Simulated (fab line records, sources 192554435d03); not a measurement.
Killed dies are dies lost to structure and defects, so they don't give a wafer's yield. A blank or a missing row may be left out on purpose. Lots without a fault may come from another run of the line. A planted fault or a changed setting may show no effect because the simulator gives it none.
fab line records | flow n5_finfet
record lots=7 wafers=39
route steps=1938 shown WELL_APT@26 FIN_SAQP@134 SD_EPI_P@321 HKMG_FIN@438 BEOL_M0_SAQP@698 BEOL_M1@751 BEOL_M3@933 BEOL_M5@1181 BEOL_M7@1308 BEOL_M9@1460 BEOL_M11@1536 BEOL_M12@1656 PASSIVATION@1923
start_h: hours from the record's first day to the start of the lot's first wafer shown | wait_h: hours since the lot's step before | " the same as in the row above | L1.1+2: a row that stands for several wafers | - no value, or no start given | * or withheld: withheld | < > ~ a bound
route shown NAME@n: a module of which the file shows steps, and the number in the route of the first | usual: mean/standard deviation of fault-free wafers | same: alike in all rows | chamber/n: place in a boat | sites: the reading at each site | _std_site: their standard deviation | _edge_site: outer sites' mean less inner sites' | radius_mm: how far each site lies from the wafer's centre | mask NAME#n: copy n | behind: the tool/chamber that last shaped the wafer | hold: why the lot was held/for how many hours/how that ended | device: the transistor (n, p or np) that didn't switch | end of line: the same wafers' tests at the end of the route | a step without rows: its recipe alone | killed: dies lost to structure and defects at the first sort, not the wafer's yield | map: a wafer's dies, x killed, . not, _ none there
set.NAME: the setting as run; set.NAME@STEP: as run at that earlier step | model.NAME: the simulator's own value behind a step, which no gauge read
lots whose settings were changed on purpose; a table a step, a row a wafer
## steps
# step N5_WELL_APT_DEVELOP_07
# recipe develop_time_s=45 rinse_liquid=surfactant_rinse dry=air_spin dev_temp_c=21
# step N5_FIN_SAQP_ETCH_69
# recipe chemistry=N2/H2 target=SOC target_depth_a=1500 stop_on=SiNx ion_energy_ev=100 bias_w=61 pressure_mtorr=30 source_w=850 n2_flow_sccm=200 h2_flow_sccm=200
# step N5_SD_EPI_P_EPI_21
# recipe material=SiGe:B dopant=B temp_c=550 pressure_torr=20 ambient=H2 time_s=355
# step N5_HKMG_FIN_ETCH_35
# recipe chemistry=N2/H2 target=SOC target_depth_a=2158 ion_energy_ev=65 bias_w=5 source_w=3000 time_s=243.4 pressure_mtorr=30 n2_flow_sccm=200 h2_flow_sccm=200
# step N5_BEOL_M0_SAQP_ALD_48
# recipe material=SiO2 target_thk_a=200 temp_c=100 ald_precursor_family=BDEAS ald_co_reactant=O2-plasma pulse_time_s=1 co_reactant_pulse_time_s=1 purge_time_s=2 co_reactant_purge_time_s=2 ald_cycles=139 pressure_torr=2
# step N5_BEOL_M1_ILD_DEP_00
# recipe material=SiOC target_thk_a=790 temp_c=350 precursor=DEMS/O2 pressure_torr=5 rf_w=500 time_s=15.3
# step N5_BEOL_M3_PECVD_72
# recipe material=SiO2 target_thk_a=160 temp_c=400 precursor=TEOS/O2 pressure_torr=5.5 rf_w=450 teos_flow_sccm=53.8 gas=O2 flow_sccm=3000 time_s=18
# step N5_BEOL_M5_SPUTTER_88
# recipe material=Cu target_thk_a=150 temp_c=-20 chamber_pressure_pa=0.07 power_w=withheld time_s=27.62
# step N5_BEOL_M7_TRENCH_ETCH_37
# recipe chemistry=C4F6/O2 target_depth_a=934.78 target=SiCOH_lowk time_s=31.2 ion_energy_ev=250 pressure_mtorr=30 source_w=345 bias_w=185 Ar_flow_sccm=300 C4F6_flow_sccm=10 O2_flow_sccm=10
# step N5_BEOL_M9_CVD_78
# recipe material=Co target_thk_a=20 temp_c=withheld precursor=CCTBA/H2 pressure_torr=30 time_s=138.9
# step N5_BEOL_M11_ILD_DEP_00
# recipe material=SiCOH_lowk target_thk_a=3085.1 temp_c=300 precursor=DEMS/porogen pressure_torr=5 rf_w=500 time_s=58
# step N5_BEOL_M12_DEP_53
# recipe material=SiCN target_thk_a=300 temp_c=withheld precursor=3MS/NH3 pressure_torr=3 rf_w=675 time_s=10.5
# step N5_PASSIVATION_DEVELOP_43
# recipe develop_time_s=60 rinse_liquid=diw dry=air_spin dev_temp_c=21
# step N5_PASSIVATION_PROBE_49
# usual sort_n_pass=1083/17
# columns lot.wafer tool chamber start_h wait_h set.develop_time_s@WELL_APT_DEVELOP_07 set.target_depth_a@FIN_SAQP_ETCH_69 set.epi_growth_time_s@SD_EPI_P_EPI_21 set.target_depth_a@HKMG_FIN_ETCH_35 set.ald_cycles@BEOL_M0_SAQP_ALD_48 set.time_s@BEOL_M1_ILD_DEP_00 set.time_s@BEOL_M3_PECVD_72 set.time_s@BEOL_M5_SPUTTER_88 set.time_s@BEOL_M7_TRENCH_ETCH_37 set.target_thk_a@BEOL_M9_CVD_78 set.time_s@BEOL_M11_ILD_DEP_00 set.target_thk_a@BEOL_M12_DEP_53 set.develop_time_s@PASSIVATION_DEVELOP_43 sort_n_pass
L076.2 prober-01 - 294.27 0.1 45 1500 355 2158 139 15.3 18 27.62 31.2 20 58 300 60 1098
L076.3 prober-01 - 294.32 0.1 45 1500 355 2158 139 15.3 18 27.62 31.2 20 58 300 60 1084
L076.6 prober-01 - 294.47 0.3 45 1500 355 2158 139 15.3 18 27.62 31.2 20 58 300 60 1097
L078.1 prober-02 - 305.99 0.2 55.6 1500 355 2158 139 10.53 18 27.62 31.2 20 90.02 300 86.99 0
L078.2 prober-02 - 306.04 0.2 45 907.5 355 2158 139 15.3 18 27.62 31.2 20 58 300 60 1077
L078.3 prober-02 - 306.09 0.3 55.6 907.5 194.8 2158 170 15.3 9.537 27.62 31.2 20 90.02 300 60 0
L078.4 prober-02 - 306.14 0.3 45 907.5 194.8 2158 170 10.53 18 23.31 31.2 20 58 300 86.99 53
L078.5 prober-02 - 306.19 0.4 45 1500 355 2158 170 15.3 9.537 23.31 31.2 20 90.02 300 86.99 0
L078.6 prober-02 - 306.24 0.4 55.6 1500 194.8 2158 139 10.53 9.537 23.31 31.2 20 58 300 60 16
L084.1 prober-01 - 343.85 0.0 34.47 2359 430.6 2158 139 15.3 10.59 27.62 31.2 20 86.68 241 60 0
L084.2 prober-01 - 343.90 0.1 45 2359 355 1428 91 15.3 10.59 27.62 46.9 20 58 300 60 0
L084.3 prober-01 - 343.95 0.1 45 1500 355 1428 139 8.67 18 27.62 46.9 20 86.68 241 60 0
L084.4 prober-01 - 344.00 0.2 34.47 2359 430.6 1428 91 8.67 10.59 39.25 46.9 20 86.68 300 60 0
L084.5 prober-01 - 344.05 0.2 34.47 1500 355 2158 139 15.3 18 39.25 31.2 20 58 300 60 1062
L084.6 prober-01 - 344.10 0.3 45 1500 430.6 2158 91 8.67 18 39.25 31.2 20 58 241 60 0
L090.1 prober-01 - 373.39 0.0 45 1500 355 2158 139 15.3 18 27.62 31.2 29.44 85.23 300 60 0
L090.2 prober-01 - 373.44 0.1 55.78 1500 355 2158 139 23.67 18 27.62 20.7 20 58 403.5 60 0
L090.3 prober-01 - 373.49 0.1 55.78 1500 355 1077 115 23.67 18 27.62 20.7 29.44 85.23 403.5 89.75 0
L090.4 prober-01 - 373.54 0.2 45 1500 355 1077 115 15.3 18 27.62 20.7 29.44 58 300 60 0
L090.5 prober-01 - 373.59 0.2 55.78 1500 355 2158 115 15.3 18 27.62 31.2 20 85.23 403.5 89.75 0
L090.6 prober-01 - 373.64 0.3 45 1500 355 1077 139 23.67 18 27.62 31.2 20 58 300 89.75 0
L092.1 prober-01 - 385.34 0.0 45 1500 539.1 2158 117 7.67 18 20.01 42.84 30.79 58 300 60 0
L092.2 prober-01 - 385.39 0.1 45 1500 355 2158 139 15.3 18 27.62 42.84 20 58 139.1 60 1071
L092.3 prober-01 - 385.44 0.1 45 1500 539.1 2981 117 15.3 18 27.62 42.84 30.79 58 300 60 1065
L092.4 prober-01 - 385.49 0.2 33.34 1500 539.1 2981 139 7.67 18 20.01 31.2 20 58 139.1 60 0
L092.5 prober-01 - 385.54 0.2 33.34 1500 355 2981 117 7.67 18 27.62 31.2 20 58 300 60 0
L092.6 prober-01 - 385.59 0.3 33.34 1500 355 2158 139 15.3 18 20.01 31.2 30.79 58 139.1 60 1044
L094.1 prober-01 - 399.18 0.0 45 1228 355 2158 175 10.06 27.03 27.62 18.16 20 92.74 300 60 0
L094.2 prober-01 - 399.23 0.1 45 1228 254.1 2158 139 15.3 27.03 13.67 18.16 20 58 300 60 959
L094.3 prober-01 - 399.28 0.1 45 1500 254.1 2158 175 10.06 18 13.67 31.2 20 58 300 60 43
L094.4 prober-01 - 399.33 0.2 45 1500 355 2158 139 15.3 18 27.62 31.2 20 92.74 300 60 0
L094.5 prober-01 - 399.38 0.2 45 1228 355 2158 175 15.3 18 13.67 18.16 20 92.74 300 60 0
L094.6 prober-01 - 399.43 0.3 45 1500 254.1 2158 139 10.06 27.03 27.62 31.2 20 58 300 60 22
L095.1 prober-02 - 417.78 0.0 45 1500 355 2158 71 7.098 23.8 14.9 25.32 24.09 58 300 42.96 0
L095.2 prober-02 - 417.83 0.1 58.2 1500 355 2158 71 7.098 18 27.62 31.2 24.09 58 232.2 42.96 0
L095.3 prober-02 - 417.88 0.1 45 978.5 355 2158 139 15.3 23.8 14.9 31.2 20 58 232.2 60 1067
L095.4 prober-02 - 417.93 0.2 45 978.5 355 2158 139 7.098 18 27.62 25.32 20 58 300 42.96 0
L095.5 prober-02 - 417.98 0.2 58.2 1500 355 2158 139 15.3 18 14.9 31.2 24.09 58 300 60 1067
L095.6 prober-02 - 418.03 0.3 58.2 978.5 355 2158 71 15.3 23.8 27.62 25.32 20 58 232.2 60 1081
# killed by level:class
L076.2 STI_FIN_REVEAL:geometric_particle:open=8 DUMMY_GATE:geometric_particle:open=7 FIN_SAQP:geometric_particle:open=5 BEOL_M0_SAQP:geometric_particle:open=5 BEOL_M1:geometric_particle:open=5 BEOL_M3:geometric_particle:open=5 MOL_CONTACT_COAG:geometric_particle:open=4 BEOL_M4:geometric_particle:open=4
L076.3 MOL_CONTACT_COAG:geometric_particle:open=10 FIN_SAQP:geometric_particle:open=7 BEOL_M1:geometric_particle:open=7 STI_FIN_REVEAL:geometric_particle:open=6 DUMMY_GATE:geometric_particle:open=5 BEOL_M0_SAQP:geometric_particle:short=5 BEOL_M7:geometric_particle:open=5 STARTING-WAFER:geometric_particle:short=5
L076.6 MOL_CONTACT_COAG:geometric_particle:open=10 FIN_SAQP:geometric_particle:open=8 BEOL_M2:geometric_particle:open=8 BEOL_M0_SAQP:geometric_particle:short=7 FIN_SAQP:geometric_particle:short=6 DUMMY_GATE:geometric_particle:open=6 STI_FIN_REVEAL:geometric_particle:open=4 BEOL_M3:geometric_particle:open=4
L078.1 BEOL_M1:area_ecd=943 BEOL_M11:area_etch=77 BEOL_M1:area_dep=33 FIN_SAQP:geometric_particle:short=23 MOL_CONTACT_COAG:geometric_particle:open=18 BEOL_M0_SAQP:geometric_particle:open=16 FIN_SAQP:geometric_particle:open=10 MOL_CONTACT_COAG:geometric_particle:short=6
L078.2 FIN_SAQP:geometric_particle:short=11 BEOL_M4:geometric_particle:open=11 MOL_CONTACT_COAG:geometric_particle:open=9 BEOL_M0_SAQP:geometric_particle:short=8 FIN_SAQP:geometric_particle:open=5 BEOL_M3:geometric_particle:open=5 MOL_CONTACT_COAG:geometric_particle:short=4 BEOL_M0_SAQP:geometric_particle:open=4
L078.3 BEOL_M11:area_etch=1086 MOL_CONTACT_COAG:geometric_particle:open=23 BEOL_M2:geometric_particle:open=7 MOL_CONTACT_COAG:geometric_particle:short=6 BEOL_M3:geometric_particle:open=6 FIN_SAQP:geometric_particle:short=5 BEOL_M0_SAQP:geometric_particle:open=5 BEOL_M3:geometric_particle:short=4
L078.4 BEOL_M1:area_ecd=789 BEOL_M1:area_dep=46 FIN_SAQP:geometric_particle:short=10 MOL_CONTACT_COAG:geometric_particle:open=9 BEOL_M0_SAQP:geometric_particle:short=7 BEOL_M2:geometric_particle:open=5 BEOL_M3:geometric_particle:short=5 FIN_SAQP:geometric_particle:open=4
L078.5 BEOL_M11:area_etch=1064 FIN_SAQP:geometric_particle:short=19 BEOL_M0_SAQP:geometric_particle:short=9 FIN_SAQP:geometric_particle:open=8 BEOL_M3:geometric_particle:open=8 MOL_CONTACT_COAG:geometric_particle:open=7 BEOL_M0_SAQP:geometric_particle:open=7 BEOL_M4:geometric_particle:open=7
L078.6 BEOL_M1:area_ecd=814 BEOL_M1:area_dep=73 FIN_SAQP:geometric_particle:short=13 BEOL_M2:geometric_particle:open=9 BEOL_M3:geometric_particle:open=9 STI_FIN_REVEAL:geometric_particle:open=7 MOL_CONTACT_COAG:geometric_particle:open=7 BEOL_M6:geometric_particle:open=7
L084.1 BEOL_M11:area_etch=1044 FIN_SAQP:geometric_particle:short=34 MOL_CONTACT_COAG:geometric_particle:open=16 FIN_SAQP:geometric_particle:open=14 BEOL_M0_SAQP:geometric_particle:short=13 BEOL_M0_SAQP:geometric_particle:open=8 BEOL_M2:geometric_particle:open=7 BEOL_M3:geometric_particle:open=7
L084.2 BEOL_M7:area_etch=329 MOL_CONTACT_COAG:geometric_particle:open=15 FIN_SAQP:geometric_particle:short=13 BEOL_M0_SAQP:geometric_particle:open=9 BEOL_M2:geometric_particle:open=8 BEOL_M2:geometric_particle:short=7 BEOL_M1:geometric_particle:open=6 BEOL_M3:geometric_particle:open=6
L084.3 BEOL_M1:area_dep=1044 MOL_CONTACT_COAG:geometric_particle:open=16 BEOL_M0_SAQP:geometric_particle:short=12 BEOL_M0_SAQP:geometric_particle:open=11 FIN_SAQP:geometric_particle:short=8 BEOL_M3:geometric_particle:open=8 BEOL_M2:geometric_particle:open=7 FIN_SAQP:geometric_particle:open=6
L084.4 BEOL_M1:area_dep=1043 FIN_SAQP:geometric_particle:short=20 BEOL_M2:geometric_particle:open=15 BEOL_M1:area_ecd=13 FIN_SAQP:geometric_particle:open=12 MOL_CONTACT_COAG:geometric_particle:open=12 BEOL_M2:geometric_particle:short=6 BEOL_M0_SAQP:geometric_particle:open=5
L084.5 FIN_SAQP:geometric_particle:short=24 FIN_SAQP:geometric_particle:open=14 MOL_CONTACT_COAG:geometric_particle:open=11 BEOL_M0_SAQP:geometric_particle:short=8 BEOL_M2:geometric_particle:open=8 BEOL_M3:geometric_particle:open=7 BEOL_M0_SAQP:geometric_particle:open=6 STI_FIN_REVEAL:geometric_particle:open=4
L084.6 BEOL_M1:area_dep=1015 BEOL_M1:area_ecd=43 FIN_SAQP:geometric_particle:short=21 BEOL_M0_SAQP:geometric_particle:open=12 BEOL_M0_SAQP:geometric_particle:short=9 FIN_SAQP:geometric_particle:open=8 MOL_CONTACT_COAG:geometric_particle:open=8 BEOL_M2:geometric_particle:open=7
L090.1 BEOL_M11:area_etch=1106 STI_FIN_REVEAL:geometric_particle:open=15 BEOL_M3:geometric_particle:open=9 DUMMY_GATE:geometric_particle:open=5 MOL_CONTACT_COAG:geometric_particle:open=5 BEOL_M4:geometric_particle:open=5 FIN_SAQP:geometric_particle:open=3 GATE_CUT:geometric_particle:short=3
L090.2 BEOL_M1:area_etch=1095 MOL_CONTACT_COAG:geometric_particle:open=11 BEOL_M3:geometric_particle:open=9 ILD0:geometric_particle:open=6 ILD0:geometric_particle:short=5 GATE_CUT:geometric_particle:short=5 FIN_SAQP:geometric_particle:short=4 BEOL_M4:geometric_particle:open=4
L090.3 BEOL_M1:area_etch=1090 MOL_CONTACT_COAG:geometric_particle:open=13 FIN_SAQP:geometric_particle:open=11 FIN_SAQP:geometric_particle:short=9 STARTING-WAFER:geometric_particle:open=5 STI_FIN_REVEAL:geometric_particle:open=4 DUMMY_GATE:geometric_particle:open=4 BEOL_M4:geometric_particle:open=4
L090.4 STI_FIN_REVEAL:geometric_particle:open=15 BEOL_M7:area_ecd=11 BEOL_M3:geometric_particle:open=7 MOL_CONTACT_COAG:geometric_particle:open=6 FIN_SAQP:geometric_particle:open=5 BEOL_M1:geometric_particle:open=5 BEOL_M4:geometric_particle:open=5 BEOL_M8:geometric_particle:open=5
L090.5 BEOL_M11:area_etch=1100 BEOL_M4:geometric_particle:open=12 MOL_CONTACT_COAG:geometric_particle:open=10 STI_FIN_REVEAL:geometric_particle:open=6 BEOL_M0_SAQP:geometric_particle:short=6 FIN_SAQP:geometric_particle:open=4 BEOL_M1:geometric_particle:open=4 FIN_SAQP:geometric_particle:short=3
L090.6 BEOL_M1:area_etch=1102 BEOL_M4:geometric_particle:open=11 FIN_SAQP:geometric_particle:short=9 MOL_CONTACT_COAG:geometric_particle:open=9 FIN_SAQP:geometric_particle:open=4 BEOL_M1:geometric_particle:short=4 BEOL_M3:geometric_particle:open=4 BEOL_M8:geometric_particle:open=4
L092.1 BEOL_M1:area_dep=1052 MOL_CONTACT_COAG:geometric_particle:open=14 BEOL_M0_SAQP:geometric_particle:open=11 GATE_CUT:geometric_particle:short=9 BEOL_M3:geometric_particle:short=9 STI_FIN_REVEAL:geometric_particle:open=7 DUMMY_GATE:geometric_particle:open=7 BEOL_M0_SAQP:geometric_particle:short=7
L092.2 STI_FIN_REVEAL:geometric_particle:open=15 MOL_CONTACT_COAG:geometric_particle:open=12 DUMMY_GATE:geometric_particle:open=8 BEOL_M3:geometric_particle:open=7 BEOL_M0_SAQP:geometric_particle:open=6 FIN_SAQP:geometric_particle:short=4 BEOL_M2:geometric_particle:open=4 BEOL_M3:geometric_particle:short=4
L092.3 MOL_CONTACT_COAG:geometric_particle:open=17 FIN_SAQP:geometric_particle:short=16 BEOL_M0_SAQP:geometric_particle:open=9 BEOL_M2:geometric_particle:open=8 STI_FIN_REVEAL:geometric_particle:open=7 GATE_CUT:geometric_particle:short=6 BEOL_M0_SAQP:geometric_particle:short=6 BEOL_M1:geometric_particle:open=6
L092.4 BEOL_M1:area_dep=1050 FIN_SAQP:geometric_particle:open=13 MOL_CONTACT_COAG:geometric_particle:open=12 STI_FIN_REVEAL:geometric_particle:open=9 BEOL_M1:geometric_particle:open=7 BEOL_M4:geometric_particle:open=7 DUMMY_GATE:geometric_particle:open=6 BEOL_M2:geometric_particle:open=6
L092.5 BEOL_M1:area_dep=1043 MOL_CONTACT_COAG:geometric_particle:open=29 STI_FIN_REVEAL:geometric_particle:open=16 BEOL_M3:geometric_particle:open=8 DUMMY_GATE:geometric_particle:open=7 BEOL_M0_SAQP:geometric_particle:short=7 FIN_SAQP:geometric_particle:short=5 MOL_CONTACT_COAG:geometric_particle:short=5
L092.6 FIN_SAQP:geometric_particle:open=15 MOL_CONTACT_COAG:geometric_particle:open=14 BEOL_M2:geometric_particle:open=13 BEOL_M4:geometric_particle:open=12 STI_FIN_REVEAL:geometric_particle:open=11 DUMMY_GATE:geometric_particle:open=8 BEOL_M0_SAQP:geometric_particle:open=7 BEOL_M3:geometric_particle:open=6
L094.1 BEOL_M1:area_ecd=751 BEOL_M1:area_dep=348 BEOL_M0_SAQP:geometric_particle:open=14 STI_FIN_REVEAL:geometric_particle:open=12 BEOL_M2:geometric_particle:open=10 MOL_CONTACT_COAG:geometric_particle:open=5 DUMMY_GATE:geometric_particle:open=5 BEOL_M4:geometric_particle:open=5
L094.2 BEOL_M7:area_ecd=116 BEOL_M0_SAQP:geometric_particle:short=15 BEOL_M0_SAQP:geometric_particle:open=12 MOL_CONTACT_COAG:geometric_particle:open=8 STI_FIN_REVEAL:geometric_particle:open=5 DUMMY_GATE:geometric_particle:open=5 BEOL_M5:interface_void_opened=5 BEOL_M3:geometric_particle:open=4
L094.3 BEOL_M1:area_ecd=956 BEOL_M1:area_dep=99 BEOL_M0_SAQP:geometric_particle:short=11 MOL_CONTACT_COAG:geometric_particle:open=8 BEOL_M4:geometric_particle:open=7 BEOL_M0_SAQP:geometric_particle:open=6 BEOL_M5:interface_void_opened=6 FIN_SAQP:geometric_particle:short=4
L094.4 BEOL_M11:area_etch=1107 MOL_CONTACT_COAG:geometric_particle:open=15 MOL_CONTACT_COAG:geometric_particle:short=6 BEOL_M0_SAQP:geometric_particle:open=6 BEOL_M2:geometric_particle:open=6 BEOL_M4:geometric_particle:open=6 STI_FIN_REVEAL:geometric_particle:open=4 BEOL_M0_SAQP:geometric_particle:short=4
L094.5 BEOL_M11:area_etch=1067 BEOL_M7:area_ecd=12 STI_FIN_REVEAL:geometric_particle:open=11 MOL_CONTACT_COAG:geometric_particle:open=11 BEOL_M5:interface_void_opened=8 BEOL_M4:geometric_particle:open=8 BEOL_M0_SAQP:geometric_particle:short=6 BEOL_M2:geometric_particle:open=6
L094.6 BEOL_M1:area_ecd=888 BEOL_M1:area_dep=189 ILD0:geometric_particle:short=7 FIN_SAQP:geometric_particle:short=6 DUMMY_GATE:geometric_particle:open=6 ILD0:geometric_particle:open=6 MOL_CONTACT_COAG:geometric_particle:open=6 BEOL_M4:geometric_particle:open=6
L095.1 BEOL_M1:area_dep=1072 FIN_SAQP:geometric_particle:short=12 BEOL_M3:geometric_particle:open=11 STI_FIN_REVEAL:geometric_particle:open=9 BEOL_M2:geometric_particle:open=8 MOL_CONTACT_COAG:geometric_particle:open=7 BEOL_M0:geometric_particle:open=7 DUMMY_GATE:geometric_particle:open=6
L095.2 BEOL_M1:area_dep=1098 MOL_CONTACT_COAG:geometric_particle:open=9 BEOL_M0_SAQP:geometric_particle:short=9 STI_FIN_REVEAL:geometric_particle:open=7 FIN_SAQP:geometric_particle:short=6 FIN_SAQP:geometric_particle:open=5 GATE_CUT:geometric_particle:short=5 BEOL_M1:geometric_particle:open=5
L095.3 MOL_CONTACT_COAG:geometric_particle:open=15 FIN_SAQP:geometric_particle:short=13 BEOL_M2:geometric_particle:open=10 BEOL_M1:geometric_particle:open=6 FIN_SAQP:geometric_particle:open=5 STI_FIN_REVEAL:geometric_particle:open=5 BEOL_M5:interface_void_opened=5 MOL_CONTACT_COAG:geometric_particle:short=5
L095.4 BEOL_M1:area_dep=1066 MOL_CONTACT_COAG:geometric_particle:open=10 BEOL_M2:geometric_particle:open=8 BEOL_M4:geometric_particle:open=8 FIN_SAQP:geometric_particle:open=7 GATE_CUT:geometric_particle:short=7 BEOL_M0_SAQP:geometric_particle:short=7 BEOL_M3:geometric_particle:short=7
L095.5 FIN_SAQP:geometric_particle:short=20 FIN_SAQP:geometric_particle:open=10 MOL_CONTACT_COAG:geometric_particle:open=8 BEOL_M5:interface_void_opened=8 BEOL_M1:geometric_particle:open=7 BEOL_M8:geometric_particle:open=7 STI_FIN_REVEAL:geometric_particle:open=5 MOL_CONTACT_COAG:geometric_particle:short=4
L095.6 FIN_SAQP:geometric_particle:open=13 MOL_CONTACT_COAG:geometric_particle:open=11 FIN_SAQP:geometric_particle:short=10 STI_FIN_REVEAL:geometric_particle:open=7 DUMMY_GATE:geometric_particle:open=6 BEOL_M4:geometric_particle:open=6 BEOL_M2:geometric_particle:open=6 BEOL_M1:geometric_particle:open=4
## key
split step=N5_WELL_APT_DEVELOP_07 setting=develop_time_s stated_as=45
response none clear
split step=N5_FIN_SAQP_ETCH_69 setting=target_depth_a stated_as=1500
response none clear
split step=N5_SD_EPI_P_EPI_21 setting=epi_growth_time_s stated_as=355
response none clear
split step=N5_HKMG_FIN_ETCH_35 setting=target_depth_a stated_as=2158
response none clear
split step=N5_BEOL_M0_SAQP_ALD_48 setting=ald_cycles stated_as=139
response none clear
split step=N5_BEOL_M1_ILD_DEP_00 setting=time_s stated_as=15.3
response step=N5_PASSIVATION_PROBE_49 reading=sort_n_pass slope=+13.5 per=1% together_with=all explained=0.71
split step=N5_BEOL_M3_PECVD_72 setting=time_s stated_as=18
response none clear
split step=N5_BEOL_M5_SPUTTER_88 setting=time_s stated_as=27.62
response none clear
split step=N5_BEOL_M7_TRENCH_ETCH_37 setting=time_s stated_as=31.2
response none clear
split step=N5_BEOL_M9_CVD_78 setting=target_thk_a stated_as=20
response none clear
split step=N5_BEOL_M11_ILD_DEP_00 setting=time_s stated_as=58
response none clear
split step=N5_BEOL_M12_DEP_53 setting=target_thk_a stated_as=300
response none clear
split step=N5_PASSIVATION_DEVELOP_43 setting=develop_time_s stated_as=60
response none clear
